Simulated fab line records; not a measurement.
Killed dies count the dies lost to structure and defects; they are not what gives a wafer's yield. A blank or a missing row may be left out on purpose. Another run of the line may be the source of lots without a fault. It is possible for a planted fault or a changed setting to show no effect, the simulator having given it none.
Matching of chambers + flow n5-finfet + 4 sister chambers for N5_DUMMY_REMOVAL_HM_STRIP_01 on rie-diel-05
The step strips SiNx in CH3F/O2, stops on poly-Si, target depth 4 nm, time 6.8 s. 4 wafers are shown with their chamber, then 7 later ones without.

## WAFERS WITH THEIR CHAMBER
| wafer  | chamber | showerhead-plenum-p-Torr (Torr) |
|--------|---------|---------------------------------|
| L089.5 | 1       | 2.08                            |
| L089.6 | 3       | 1.89                            |
| L090.4 | 0       | 1.96                            |
| L090.5 | 2       | 1.99                            |

## WAFERS MISSING THEIR CHAMBER
| wafer  | showerhead-plenum-p-Torr (Torr) |
|--------|---------------------------------|
| L090.6 | 2.08                            |
| L093.3 | 2.08                            |
| L093.4 | 1.96                            |
| L093.6 | 1.99                            |
| L096.3 | 2.14                            |
| L096.4 | 1.96                            |
| L096.5 | 1.99                            |

## EACH ONE'S CHAMBER
| wafer  | from the rows above     | in truth                   |
|--------|-------------------------|----------------------------|
| L090.6 | 1                       | 1                          |
| L093.3 | 1                       | 1                          |
| L093.4 | can't be placed: 0 or 2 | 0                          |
| L093.6 | can't be placed: 2 or 0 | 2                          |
| L096.3 | 1                       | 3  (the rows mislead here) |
| L096.4 | can't be placed: 0 or 2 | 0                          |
| L096.5 | can't be placed: 2 or 0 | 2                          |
Correct placement for 2 of the 7. Not placeable from these rows: 4 (in 4, the candidates include the true chamber). Placed wrongly: 1.
How it was worked out, from the rows above alone: a wafer's distance from a chamber is the root of the sum, over the readings, of the square of ((its reading less the chamber's mean) divided by the reading's scatter). The wafer belongs to the nearest chamber; if the next one is less than 2 further off, it can't be placed. Each chamber's mean is taken over the wafers shown for it. The scatter: with one shown wafer a chamber, the root of the mean of the squares of how far each hidden wafer lies from its nearest shown one.
